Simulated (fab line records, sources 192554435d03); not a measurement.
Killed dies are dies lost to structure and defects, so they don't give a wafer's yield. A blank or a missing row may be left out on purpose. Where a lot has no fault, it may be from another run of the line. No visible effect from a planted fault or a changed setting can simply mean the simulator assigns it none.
fab line records	flow n5_finfet
record lots=7	wafers=21
route steps=1938 shown BEOL_M11@1546 BEOL_M13@1659
start_h: the number of hours between the record's first day and the start of the first shown wafer of the lot	wait_h: hours since the lot's step before	" as in the row above	L1.1+2: a row that stands for several wafers	- no value present, or no start provided	* or withheld: withheld	< > ~ a bound
route shown NAME@n: names a module that has steps shown in the file, with the first one's number in the route	usual: mean/standard deviation of fault-free wafers	same: alike in all rows	chamber/n: place in a boat	sites: the reading at each site	_std_site: the values' standard deviation	_edge_site: mean of outer sites minus mean of inner sites	radius_mm: how far each site lies from the wafer's centre	mask NAME#n: copy n	behind: the most recent tool/chamber to have shaped the wafer	hold: cause of the lot's hold/its duration in hours/its outcome	device: whichever transistor did not switch (one of n, p or np)	end of line: the same wafers' tests at the end of the route	a step without rows: its recipe alone	killed: the dies lost at the first sort to structure and to defects; this is not the yield of the wafer	map: a wafer's dies, marking killed ones x, the rest . and places with no die _
set.NAME: setting as actually run; set.NAME@STEP: the setting as run at that earlier step	model.NAME: the simulator's own value behind a step, which no gauge read
lots run with intentionally changed settings; tables by step, rows by wafer
## steps
# step N5_BEOL_M11_EXPOSE_08
# recipe mask_id=M11	na=1.35	source_shape=dipole	sigma_inner=0.411	sigma_outer=0.611	polarization=te	dose_mj=53.75
lot.wafer	tool	chamber	start_h	wait_h	mask	set.dose_mj
L075.2	arfi_scanner-03	0	265.05	-	M11#0	53.75
L075.4+5	"	0	"	"	M11#0	52.47
L077.1+2+3	arfi_scanner-03	0	272.68	-	M11#0	55.47
L083.2+4+5	arfi_scanner-01	0	284.96	-	M11#0	53.75
L080.1	arfi_scanner-03	0	299.40	-	M11#0	50.9
L080.3+6	"	0	"	"	M11#0	53.75
L085.3+5+6	arfi_scanner-01	0	322.26	-	M11#0	53.75
L090.2+6	arfi_scanner-03	0	334.66	-	M11#0	53.75
L090.5	"	0	"	"	M11#0	51.52
L091.2	arfi_scanner-03	0	355.00	-	M11#0	53.75
L091.3+4	"	0	"	"	M11#0	50.56
# step N5_BEOL_M11_PEB_09
# recipe peb_temp_c=withheld	peb_time_s=60	resist=CAR-ArF
# step N5_BEOL_M11_DEVELOP_10
# recipe develop_time_s=30	developer=TMAH	resist=CAR-ArF	rinse_liquid=diw	dry=air_spin	dev_temp_c=23
# step N5_BEOL_M11_CD_MEAS_11
# recipe target_cd_nm=64.1	landing_energy_ev=500	detector=se_inlens	polarity=opening
# usual cd_nm=64.0/0.56
lot.wafer	tool	chamber	start_h	wait_h	set.dose_mj@BEOL_M11_EXPOSE_08	cd_nm
L075.2	cd_sem-03	0	265.17	-	53.75	64.4
L075.4	"	0	"	"	52.47	62.8
L075.5	"	0	"	"	52.47	62.4
L077.1	cd_sem-03	0	272.81	-	55.47	65.8
L077.2	"	0	"	"	55.47	65.4
L077.3	"	0	"	"	55.47	66.2
L083.2	cd_sem-03	0	285.08	-	53.75	63.8
L083.4	"	0	"	"	53.75	64.0
L083.5	"	0	"	"	53.75	63.6
L080.1	cd_sem-02	0	299.52	-	50.9	61.7
L080.3	"	0	"	"	53.75	64.6
L080.6	"	0	"	"	53.75	64.5
L085.3	cd_sem-01	0	322.37	-	53.75	63.9
L085.5	"	0	"	"	53.75	64.0
L085.6	"	0	"	"	53.75	63.8
L090.2	cd_sem-02	0	334.78	-	53.75	64.5
L090.5	"	0	"	"	51.52	61.5
L090.6	"	0	"	"	53.75	64.0
L091.2	cd_sem-02	0	355.12	-	53.75	64.6
L091.3	"	0	"	"	50.56	61.1
L091.4	"	0	"	"	50.56	61.0
# step N5_BEOL_M11_DESCUM_16
# recipe chemistry=O2	time_s=7.9	source_power_w=50	bias_power_w=20	pressure_mtorr=20	rf_frequency_hz=2.712e+07	temp_c=40	resist=CAR-ArF	o2_flow_sccm=225
# step N5_BEOL_M11_ETCH_61
# recipe chemistry=CF4	target=SiARC	target_depth_a=390	mask_material=CAR-ArF	time_s=65	ion_energy_ev=80	pressure_mtorr=40	source_w=545	bias_w=36	Ar_flow_sccm=100	cf4_flow_sccm=100	ends=cleared
# usual etch_rf_on_time_s=64.8/0.88
lot.wafer	tool	chamber	start_h	wait_h	set.spin_rpm@BEOL_M11_COAT_60	set.dose_mj@BEOL_M11_EXPOSE_08	etch_rf_on_time_s	model.BEOL_M11.cd_offset_nm	model.etch.depth_nm	model.CAR-ArF_of_BEOL_M11_COAT_05.thk_nm
L075.2	rie_diel-02	1	265.29	0.0	1500	53.75	65.4	0	30.21	55.4
L075.4	"	0	"	"	1500	52.47	66.5	-1.4	30.11	55.2
L075.5	"	1	"	"	1432	52.47	67.2	-1.4	30.83	54.6
L077.1	rie_diel-02	3	273.14	0.0	1500	55.47	64.7	2	29.99	56
L077.2	"	2	"	"	1454	55.47	65.9	1.6	30.53	55.8
L077.3	"	0	"	"	1454	55.47	66.8	2	30.41	55.8
L083.2	rie_diel-02	1	285.25	0.0	1500	53.75	64.4	-0.2	30.03	55.2
L083.4	"	3	"	"	1500	53.75	64.7	-0.2	29.99	55.4
L083.5	"	0	"	"	1500	53.75	66.2	-0.4	30.04	55.4
L080.1	rie_diel-02	1	299.65	0.0	1500	50.9	64.3	-2.6	30.01	55.2
L080.3	"	3	"	"	1500	53.75	65.0	0.4	30.06	55.4
L080.6	"	0	"	"	1500	53.75	65.4	0.4	29.94	55.6
L085.3	rie_diel-02	3	322.49	0.0	1500	53.75	65.2	-0.6	30.02	55.2
L085.5	"	0	"	"	1662	53.75	60.7	-0.4	28.44	57
L085.6	"	3	"	"	1500	53.75	65.4	-0.4	29.92	55
L090.2	rie_diel-04	3	335.40	0.0	1599	53.75	61.5	0.6	29.02	56.6
L090.5	"	0	"	"	1599	51.52	63.2	-2.6	29.06	56.6
L090.6	"	3	"	"	1599	53.75	61.8	-0.2	29.09	56.2
L091.2	rie_diel-04	2	355.42	0.0	1441	53.75	65.2	0.2	30.5	55
L091.3	"	0	"	"	1441	50.56	66.2	-2.8	30.54	55
L091.4	"	1	"	"	1441	50.56	65.5	-2.8	30.57	54.8
# step N5_BEOL_M11_ETCH_62
# recipe chemistry=N2/H2	target=SOC	target_depth_a=1100	overetch_a=220	mask_material=SiARC	temp_c=40	time_s=165	ion_energy_ev=200	pressure_mtorr=30	source_w=840	bias_w=150	n2_flow_sccm=200	h2_flow_sccm=200
# step N5_BEOL_M11_STRIP_68
# recipe chemistry=N2/H2	temp_c=40	n2_flow_sccm=200	h2_flow_sccm=200	rf_frequency_hz=6e+07
# step N5_BEOL_M11_STRIP_67
# recipe chemistry=CF4	resist=SiARC	power_w=300	bias_power_w=75	pressure_mtorr=50	cf4_flow_sccm=150	rf_frequency_hz=6e+07
# step N5_BEOL_M11_HM_OPEN_17
# recipe chemistry=Cl2/BCl3	target_depth_a=200	overetch_a=60	target=TiN	mask_material=SOC	ion_energy_ev=150	pressure_mtorr=10	icp_w=1000	bias_w=126	Cl2_flow_sccm=53.25	bcl3_flow_sccm=21.75	Ar_flow_sccm=25
lot.wafer	tool	chamber	start_h	wait_h	set.dose_mj@BEOL_M11_EXPOSE_08	model.BEOL_M11.cd_offset_nm
L075.2	rie_metal-01	1	265.53	0.0	53.75	-0.2
L075.4+5	"	0,1	"	"	52.47	-1.6
L077.1+3	rie_metal-01	0	273.38	0.0	55.47	1.6
L077.2	"	1	"	"	55.47	1.4
L083.2+4	rie_metal-01	0	285.48	0.0	53.75	-0.2
L083.5	"	1	"	"	53.75	-0.4
L080.1	rie_metal-01	0	299.88	0.0	50.9	-2.6
L080.3+6	"	0	"	"	53.75	0.4
L085.3+6	rie_metal-03	0,1	322.76	0.1	53.75	-0.6
L085.5	"	0	"	"	53.75	-0.2
L090.2	rie_metal-02	0	335.64	0.0	53.75	0.6
L090.5	"	0	"	"	51.52	-2.6
L090.6	"	1	"	"	53.75	0
L091.2	rie_metal-01	0	355.66	0.0	53.75	0.2
L091.3	"	1	"	"	50.56	-3.2
L091.4	"	0	"	"	50.56	-2.6
# step N5_BEOL_M11_STRIP_19
# recipe chemistry=O2	power_w=400	temp_c=40	pressure_mtorr=30	rf_frequency_hz=6e+07	bias_power_w=0	overash_fraction=0.2	o2_flow_sccm=225
# step N5_BEOL_M11_CD_MEAS_18
# recipe pitch_nm=140	target_cd_nm=70
# usual cd_nm=69.9/0.63
lot.wafer	tool	chamber	start_h	wait_h	set.dose_mj@BEOL_M11_EXPOSE_08	cd_nm
L075.2	cd_sem-02	-	265.71	0.1	53.75	69.7
L075.4	"	-	"	"	52.47	68.3
L075.5	"	-	"	"	52.47	68.5
L077.1	cd_sem-02	-	273.56	0.0	55.47	71.2
L077.2	"	-	"	"	55.47	71.5
L077.3	"	-	"	"	55.47	71.8
L083.2	cd_sem-02	-	285.66	0.1	53.75	69.5
L083.4	"	-	"	"	53.75	69.8
L083.5	"	-	"	"	53.75	69.6
L080.1	cd_sem-01	-	300.07	0.0	50.9	67.1
L080.3	"	-	"	"	53.75	70.6
L080.6	"	-	"	"	53.75	70.3
L085.3	cd_sem-03	-	322.92	0.1	53.75	69.2
L085.5	"	-	"	"	53.75	70.0
L085.6	"	-	"	"	53.75	69.3
L090.2	cd_sem-01	-	335.88	0.1	53.75	70.8
L090.5	"	-	"	"	51.52	67.5
L090.6	"	-	"	"	53.75	70.1
L091.2	cd_sem-03	-	355.92	0.1	53.75	70.2
L091.3	"	-	"	"	50.56	66.8
L091.4	"	-	"	"	50.56	67.6
# step N5_BEOL_M11_TRENCH_ETCH_37
# recipe chemistry=C4F6/O2	target_depth_a=1488.3	target=SiCOH_lowk	time_s=48	ion_energy_ev=250	pressure_mtorr=30	source_w=345	bias_w=185	Ar_flow_sccm=300	C4F6_flow_sccm=10	O2_flow_sccm=10
lot.wafer	tool	chamber	start_h	wait_h	set.time_s	model.etch.depth_nm	model.BEOL_M11.feature_depth_nm
L075.2	rie_diel-04	1	-	-	43.63	136.1	136
L075.4	"	3	"	"	48	151.7	151.6
L075.5	"	0	"	"	43.63	133.8	133.8
L077.1	rie_diel-02	3	-	-	48	147.3	147.4
L077.2	"	0	"	"	48	146	146
L077.3	"	1	"	"	48	149	149
L083.2	rie_diel-04	3	-	-	48	150	150
L083.4	"	0	"	"	48	146.6	146.6
L083.5	"	0	"	"	48	146.5	146.6
L080.1	rie_diel-05	0	-	-	48	146.9	147
L080.3	"	1	"	"	54.75	169.5	169.6
L080.6	"	0	"	"	48	146.1	146
L085.3	rie_diel-02	1	-	-	48	147.4	147.4
L085.5	"	1	"	"	40.98	126.2	126.2
L085.6	"	0	"	"	48	149.1	149.2
L090.2	rie_diel-05	2	-	-	43.5	135.3	135.2
L090.5	"	2	"	"	43.5	136.6	136.6
L090.6	"	1	"	"	48	148.7	148.8
L091.2	rie_diel-02	3	-	-	48	145.7	145.8
L091.3	"	2	"	"	48	146.4	146.4
L091.4	"	0	"	"	48	149.3	149.4
# step N5_BEOL_M11_ETCH_41
# recipe chemistry=CH3F/O2	target=SiCN	target_depth_a=426	taper_deg=2	time_s=86	ion_energy_ev=120	mask_material=TiN	pressure_mtorr=30	source_w=395	bias_w=75	Ar_flow_sccm=150	CH3F_flow_sccm=30	O2_flow_sccm=20
lot.wafer	tool	chamber	start_h	wait_h	set.time_s	model.etch.depth_nm
L075.2	rie_diel-04	1	-	-	86	32.72
L075.4	"	3	"	"	75.93	29.04
L075.5	"	0	"	"	86	32.22
L077.1	rie_diel-02	3	-	-	86	32.05
L077.2	"	0	"	"	86	31.91
L077.3	"	1	"	"	102.2	38.43
L083.2	rie_diel-04	3	-	-	86	33.06
L083.4	"	0	"	"	86	32.44
L083.5	"	0	"	"	86	32.23
L080.1	rie_diel-05	0	-	-	86	32.44
L080.3	"	1	"	"	86	32.74
L080.6	"	0	"	"	86	32.37
L085.3	rie_diel-02	1	-	-	94.9	36.78
L085.5	"	1	"	"	86	33.16
L085.6	"	0	"	"	86	33.31
L090.2	rie_diel-05	2	-	-	86	32.85
L090.5	"	2	"	"	86	32.89
L090.6	"	1	"	"	86	32.53
L091.2	rie_diel-02	3	-	-	96.21	36.24
L091.3	"	2	"	"	86	32.37
L091.4	"	0	"	"	96.21	36.99
# step N5_BEOL_M11_STRIP_77
# recipe chemistry=N2/H2	time_s=10	power_w=450	temp_c=40	pressure_mtorr=20	rf_frequency_hz=6e+07	bias_power_w=7	n2_flow_sccm=200	h2_flow_sccm=200
# step N5_BEOL_M11_OCD_MEAS_38
# usual trench_depth_nm=148.5/2
lot.wafer	tool	chamber	start_h	wait_h	set.time_s@BEOL_M11_TRENCH_ETCH_37	trench_depth_nm
L075.2	ocd-02	-	268.20	-	43.63	136.2
L075.4	"	-	"	"	48	151.3
L075.5	"	-	"	"	43.63	134.0
L077.1	ocd-02	-	275.29	-	48	147.7
L077.2	"	-	"	"	48	146.2
L077.3	"	-	"	"	48	148.5
L083.2	ocd-02	-	288.82	-	48	150.0
L083.4	"	-	"	"	48	147.1
L083.5	"	-	"	"	48	146.8
L080.1	ocd-01	-	302.54	-	48	147.0
L080.3	"	-	"	"	54.75	169.1
L080.6	"	-	"	"	48	145.9
L085.3	ocd-01	-	324.92	-	48	147.2
L085.5	"	-	"	"	40.98	126.1
L085.6	"	-	"	"	48	149.1
L090.2	ocd-01	-	338.35	-	43.5	135.0
L090.5	"	-	"	"	43.5	136.6
L090.6	"	-	"	"	48	148.5
L091.2	ocd-02	-	358.24	-	48	145.7
L091.3	"	-	"	"	48	146.8
L091.4	"	-	"	"	48	149.4
# step N5_BEOL_M11_HM_STRIP_39
# recipe chemistry=peroxide_tin_strip	material=TiN	target_depth_a=250	temp_c=50	time_s=158
# step N5_BEOL_M11_SRD_40
# recipe time_s=30	temp_c=23	rinse_liquid=diw	dry=ipa_marangoni
# step N5_BEOL_M11_PRECLEAN_42
# recipe chemistry=residue_remover	time_s=60	temp_c=40
# step N5_BEOL_M11_SRD_43
# recipe time_s=30	temp_c=23	rinse_liquid=diw	dry=ipa_marangoni
# step N5_BEOL_M11_CD_MEAS_35
# recipe target_cd_nm=70	polarity=opening
# usual cd_nm=69.9/0.61
lot.wafer	tool	chamber	start_h	wait_h	set.dose_mj@BEOL_M11_EXPOSE_08	cd_nm
L075.2	cd_sem-02	-	268.36	0.0	53.75	69.7
L075.4	"	-	"	"	52.47	68.4
L075.5	"	-	"	"	52.47	68.0
L077.1	cd_sem-03	-	275.44	0.0	55.47	71.5
L077.2	"	-	"	"	55.47	71.7
L077.3	"	-	"	"	55.47	72.1
L083.2	cd_sem-02	-	288.98	0.0	53.75	69.9
L083.4	"	-	"	"	53.75	69.5
L083.5	"	-	"	"	53.75	69.4
L080.1	cd_sem-02	-	302.70	0.0	50.9	67.6
L080.3	"	-	"	"	53.75	70.4
L080.6	"	-	"	"	53.75	70.0
L085.3	cd_sem-03	-	325.07	0.0	53.75	69.1
L085.5	"	-	"	"	53.75	69.8
L085.6	"	-	"	"	53.75	69.7
L090.2	cd_sem-01	-	338.50	0.0	53.75	70.3
L090.5	"	-	"	"	51.52	66.8
L090.6	"	-	"	"	53.75	70.1
L091.2	cd_sem-03	-	358.40	0.0	53.75	70.4
L091.3	"	-	"	"	50.56	66.6
L091.4	"	-	"	"	50.56	67.8
# step N5_BEOL_M11_CURE_72
# recipe temp_c=370	time_s=120	ambient=DMADMS/He	material=SiCOH_lowk
# step N5_BEOL_M11_DEGAS_44
# recipe ambient=vacuum	temp_c=250	time_s=60
# step N5_BEOL_M11_ECD_50
# recipe material=Cu	target_thk_a=3180
# step N5_BEOL_M11_ANNEAL_51
# recipe temp_c=225	time_s=90	ambient=N2
# step N5_BEOL_M11_CMP_52
# recipe stop_on=SiCOH_lowk	t_overpolish_s=7	down_force_psi=1	platen_rpm=50	clearing_platen_down_force_psi=1.5	clearing_platen_rpm=50	post_cmp_clean=cu_alkaline	target_thk_nm=140	clearing_platen_pad_velocity_m_s=0.99484	pad_velocity_m_s=0.99484
lot.wafer	tool	chamber	start_h	wait_h	set.time_s@BEOL_M11_TRENCH_ETCH_37	model.Cu_of_BEOL_M11_ECD_50.thk_nm
L075.2	cmp-03	2	270.71	0.2	43.63	127.4
L075.4	"	0	"	"	48	143.2
L075.5	"	2	"	"	43.63	125.4
L077.2	cmp-02	1	277.71	0.2	48	138.6
L077.1	"	2	"	"	48	139
L077.3	"	0	"	"	48	139.6
L083.4	cmp-03	2	291.70	0.4	48	138
L083.2	"	0	"	"	48	142
L083.5	"	1	"	"	48	137
L080.1	cmp-03	0	304.72	0.3	48	137.8
L080.3	"	3	"	"	54.75	161.4
L080.6	"	0	"	"	48	137.6
L085.3	cmp-03	3	327.30	0.3	48	139
L085.6	"	0	"	"	48	140.2
L085.5	"	1	"	"	40.98	117.8
L090.2	cmp-04	2	340.27	0.2	43.5	126.4
L090.5	"	1	"	"	43.5	128.6
L090.6	"	2	"	"	48	141.4
L091.2	cmp-02	2	360.58	0.2	48	136
L091.4	"	0	"	"	48	139
L091.3	"	1	"	"	48	136.8
# step N5_BEOL_M11_THK_MEAS_53
# recipe thk_meas_gauge=xrf	reads=Cu_of_BEOL_M11_ECD_50
# usual M11_THK=141.6/2.4
lot.wafer	tool	chamber	start_h	wait_h	set.time_s@BEOL_M11_TRENCH_ETCH_37	M11_THK[nm]
L075.2	film_metro-02	-	271.01	-	43.63	130.2
L075.4	"	-	"	"	48	146.2
L075.5	"	-	"	"	43.63	127.9
L077.1	film_metro-02	-	278.01	-	48	138.9
L077.2	"	-	"	"	48	138.6
L077.3	"	-	"	"	48	139.1
L083.2	film_metro-01	-	291.96	-	48	143.9
L083.4	"	-	"	"	48	140.2
L083.5	"	-	"	"	48	139.2
L080.1	film_metro-02	-	305.01	-	48	139.7
L080.3	"	-	"	"	54.75	164.0
L080.6	"	-	"	"	48	139.0
L085.3	film_metro-02	-	327.48	-	48	139.6
L085.5	"	-	"	"	40.98	118.4
L085.6	"	-	"	"	48	141.3
L090.2	film_metro-01	-	340.52	-	43.5	126.8
L090.5	"	-	"	"	43.5	128.5
L090.6	"	-	"	"	48	141.6
L091.2	film_metro-01	-	360.88	-	48	137.2
L091.3	"	-	"	"	48	138.3
L091.4	"	-	"	"	48	140.3
# step N5_BEOL_M11_PRE_CLEAN_55
# recipe gas=NH3	time_s=15	temp_c=withheld	rf_power_w=300
# step N5_BEOL_M11_DEP_56
# recipe material=SiCN	target_thk_a=300	temp_c=withheld	precursor=3MS/NH3	pressure_torr=3	rf_w=675	time_s=10.5
# step N5_BEOL_M11_RS_MEAS_57
# recipe thk_meas_gauge=four-point-probe	reads=Cu_of_BEOL_M11_ECD_50+Co_of_BEOL_M11_CVD_75+TaN_of_BEOL_M11_ALD_74
# usual M11_RS=0.1507/0.0025
lot.wafer	tool	chamber	start_h	wait_h	set.time_s@BEOL_M11_TRENCH_ETCH_37	M11_RS[ohm/sq]
L075.2	film_metro-02	-	271.16	0.1	43.63	0.1670
L075.4	"	-	"	"	48	0.1471
L075.5	"	-	"	"	43.63	0.1702
L077.1	film_metro-02	-	278.16	0.1	48	0.1517
L077.2	"	-	"	"	48	0.1524
L077.3	"	-	"	"	48	0.1512
L083.2	film_metro-01	-	292.08	0.0	48	0.1486
L083.4	"	-	"	"	48	0.1530
L083.5	"	-	"	"	48	0.1542
L080.1	film_metro-02	-	305.14	0.0	48	0.1534
L080.3	"	-	"	"	54.75	0.1289
L080.6	"	-	"	"	48	0.1538
L085.3	film_metro-02	-	327.61	0.0	48	0.1519
L085.5	"	-	"	"	40.98	0.1825
L085.6	"	-	"	"	48	0.1508
L090.2	film_metro-02	-	340.65	0.0	43.5	0.1685
L090.5	"	-	"	"	43.5	0.1658
L090.6	"	-	"	"	48	0.1489
L091.2	film_metro-02	-	361.00	0.0	48	0.1555
L091.3	"	-	"	"	48	0.1549
L091.4	"	-	"	"	48	0.1514
# step N5_BEOL_M13_ILD_DEP_00
# recipe material=SiOC	target_thk_a=8379.2	temp_c=350	precursor=DEMS/O2	pressure_torr=5	rf_w=500	time_s=166.4
lot.wafer	tool	chamber	start_h	wait_h	set.time_s	model.SiOC_of_BEOL_M13_ILD_DEP_00.thk_nm
L075.2	pecvd-02	0	278.48	0.0	149.5	750.2
L075.4	"	1	"	"	149.5	763.6
L075.5	"	0	"	"	166.4	858.4
L077.1	pecvd-01	1	282.72	0.0	159.2	788.2
L077.2	"	2	"	"	166.4	830.8
L077.3	"	2	"	"	166.4	853.4
L083.2	pecvd-03	1	297.33	0.0	166.4	830.8
L083.4	"	2	"	"	166.4	832.2
L083.5	"	0	"	"	166.4	827.8
L080.1	pecvd-03	0	310.05	0.0	150.3	755.8
L080.3	"	0	"	"	150.3	765.6
L080.6	"	1	"	"	166.4	851.8
L085.3	pecvd-03	0	333.59	0.0	166.4	822.6
L085.5	"	1	"	"	166.4	851.4
L085.6	"	0	"	"	166.4	845.2
L090.2	pecvd-03	0	347.24	0.0	166.4	821
L090.5	"	2	"	"	155.4	784
L090.6	"	0	"	"	155.4	777.8
L091.2	pecvd-01	0	370.32	0.0	166.4	838.2
L091.3	"	2	"	"	182.9	924.8
L091.4	"	2	"	"	166.4	844.6
# step N5_BEOL_M13_THK_MEAS_01
# recipe reads=SiOC_of_BEOL_M13_ILD_DEP_00
# usual M13_ILD_THK=838/11
lot.wafer	tool	chamber	start_h	wait_h	set.time_s@BEOL_M13_ILD_DEP_00	M13_ILD_THK[nm]
L075.2	film_metro-01	-	278.63	0.1	149.5	750
L075.4	"	-	"	"	149.5	763
L075.5	"	-	"	"	166.4	858
L077.1	film_metro-02	-	282.93	0.2	159.2	787
L077.2	"	-	"	"	166.4	830
L077.3	"	-	"	"	166.4	853
L083.2	film_metro-01	-	297.48	0.1	166.4	831
L083.4	"	-	"	"	166.4	832
L083.5	"	-	"	"	166.4	828
L080.1	film_metro-01	-	310.26	0.2	150.3	755
L080.3	"	-	"	"	150.3	766
L080.6	"	-	"	"	166.4	852
L085.3	film_metro-02	-	333.75	0.1	166.4	823
L085.5	"	-	"	"	166.4	851
L085.6	"	-	"	"	166.4	846
L090.2	film_metro-01	-	347.39	0.1	166.4	820
L090.5	"	-	"	"	155.4	783
L090.6	"	-	"	"	155.4	778
L091.2	film_metro-01	-	370.47	0.1	166.4	838
L091.3	"	-	"	"	182.9	925
L091.4	"	-	"	"	166.4	844
## key
split step=N5_BEOL_M11_EXPOSE_08	setting=dose_mj	stated=53.75	by=wafer
response step=N5_BEOL_M11_CD_MEAS_11	reading=cd_nm	change=+0.6	per=1%	r=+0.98
response step=N5_BEOL_M11_ETCH_61	reading=model.BEOL_M11.cd_offset_nm	change=+0.564	per=1%	r=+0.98
response step=N5_BEOL_M11_HM_OPEN_17	reading=model.BEOL_M11.cd_offset_nm	change=+0.576	per=1%	r=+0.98
response step=N5_BEOL_M11_CD_MEAS_18	reading=cd_nm	change=+0.593	per=1%	r=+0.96
response step=N5_BEOL_M11_CD_MEAS_35	reading=cd_nm	change=+0.585	per=1%	r=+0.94
split step=N5_BEOL_M11_TRENCH_ETCH_37	setting=time_s	stated=48	by=wafer
response step=N5_BEOL_M11_TRENCH_ETCH_37	reading=model.etch.depth_nm	change=+1.58	per=1%	r=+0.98
response step=N5_BEOL_M11_TRENCH_ETCH_37	reading=model.BEOL_M11.feature_depth_nm	change=+1.58	per=1%	r=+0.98
response step=N5_BEOL_M11_OCD_MEAS_38	reading=trench_depth_nm	change=+1.56	per=1%	r=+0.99
response step=N5_BEOL_M11_CMP_52	reading=model.Cu_of_BEOL_M11_ECD_50.thk_nm	change=+1.61	per=1%	r=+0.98
response step=N5_BEOL_M11_THK_MEAS_53	reading=M11_THK	change=+1.64	per=1%	r=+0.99
response step=N5_BEOL_M11_RS_MEAS_57	reading=M11_RS	change=-0.00201	per=1%	r=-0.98
split step=N5_BEOL_M11_ETCH_41	setting=time_s	stated=86	by=wafer
response step=N5_BEOL_M11_ETCH_41	reading=model.etch.depth_nm	change=+0.336	per=1%	r=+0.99
split step=N5_BEOL_M13_ILD_DEP_00	setting=time_s	stated=166.4	by=wafer
response step=N5_BEOL_M13_ILD_DEP_00	reading=model.SiOC_of_BEOL_M13_ILD_DEP_00.thk_nm	change=+9.06	per=1%	r=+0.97
response step=N5_BEOL_M13_THK_MEAS_01	reading=M13_ILD_THK	change=+9.08	per=1%	r=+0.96
split outside_this_file step=N5_BEOL_M11_COAT_60 setting=spin_rpm
# split outside_this_file: this setting was split too, and the file shows its column; the key of that split is in another file
